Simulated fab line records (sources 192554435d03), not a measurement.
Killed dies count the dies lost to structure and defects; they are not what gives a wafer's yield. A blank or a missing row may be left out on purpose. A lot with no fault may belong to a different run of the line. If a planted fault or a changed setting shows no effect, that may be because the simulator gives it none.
Matching of chambers	flow n5-finfet	N5_BEOL_M5_ETCH_67 on rie-diel-06: 4 sister chambers
The step etches SiARC in CF4, target depth 15.6 nm, time 26 s. 20 wafers are shown with their chamber, then 10 later ones without.

== EACH WAFER AND ITS CHAMBER ==
wafer	chamber	drypump-motor-current-A (A)	showerhead-plenum-p-Torr (Torr)	throttle-valve-pct (%)
L074.3	1	5.41	2.22	15.67
L074.4	3	5.86	2.08	15.14
L074.6	1	5.43	2.22	15.67
L076.3	3	5.86	2.08	15.15
L076.5	3	5.84	2.08	15.17
L076.6	2	5.82	2.13	15.77
L077.1	0	6.08	2.13	15.80
L077.2	1	5.40	2.22	15.66
L077.6	1	5.42	2.22	15.66
L078.3	3	5.84	2.08	15.17
L078.5	3	5.86	2.08	15.17
L078.6	2	5.83	2.13	15.76
L082.4	0	6.06	2.12	15.80
L082.5	0	6.10	2.12	15.83
L082.6	1	5.40	2.21	15.69
L086.1	0	6.11	2.12	15.84
L086.2	3	5.82	2.07	15.20
L086.3	2	5.84	2.13	15.81
L087.1	0	6.10	2.12	15.83
L087.4	3	5.87	2.07	15.21

SIGNATURES (means of the wafers above)
reading	chamber 0	chamber 1	chamber 2	chamber 3	scatter within a chamber
drypump-motor-current-A	6.0900	5.4120	5.8300	5.8500	0.0164
showerhead-plenum-p-Torr	2.1220	2.2180	2.1300	2.0771	0.00435
throttle-valve-pct	15.8200	15.6700	15.7800	15.1729	0.0211
Rule: distance of a wafer from a chamber = root of the sum over the readings of ((wafer's reading minus chamber's mean) / reading's scatter) squared. If the next closest chamber is less than 2 further off than the closest, the wafer can't be placed; otherwise it belongs to the closest. The scatter is the square root of a quotient: the sum, over the shown wafers, of each reading's squared deviation from its chamber's mean, divided by wafers minus chambers.

== WAFERS WITHOUT THEIR CHAMBER ==
wafer	drypump-motor-current-A (A)	showerhead-plenum-p-Torr (Torr)	throttle-valve-pct (%)
L087.5	6.11	2.12	15.83
L096.1	5.85	2.12	15.83
L096.2	5.42	2.21	15.73
L096.3	6.10	2.12	15.85
L096.4	5.85	2.07	15.23
L096.5	5.83	2.07	15.22
L096.6	6.12	2.12	15.86
L097.2	5.84	2.06	15.24
L097.3	5.82	2.12	15.83
L097.5	5.82	2.07	15.22

== CHAMBER TAKEN BY EACH ==
wafer	from the rows above	in truth
L087.5	0	0
L096.1	2	2
L096.2	1	1
L096.3	0	0
L096.4	3	3
L096.5	3	3
L096.6	0	0
L097.2	3	3
L097.3	2	2
L097.5	3	3
Correctly placed: 10 of 10. From these rows, 0 cannot be placed. Placed wrongly: 0.
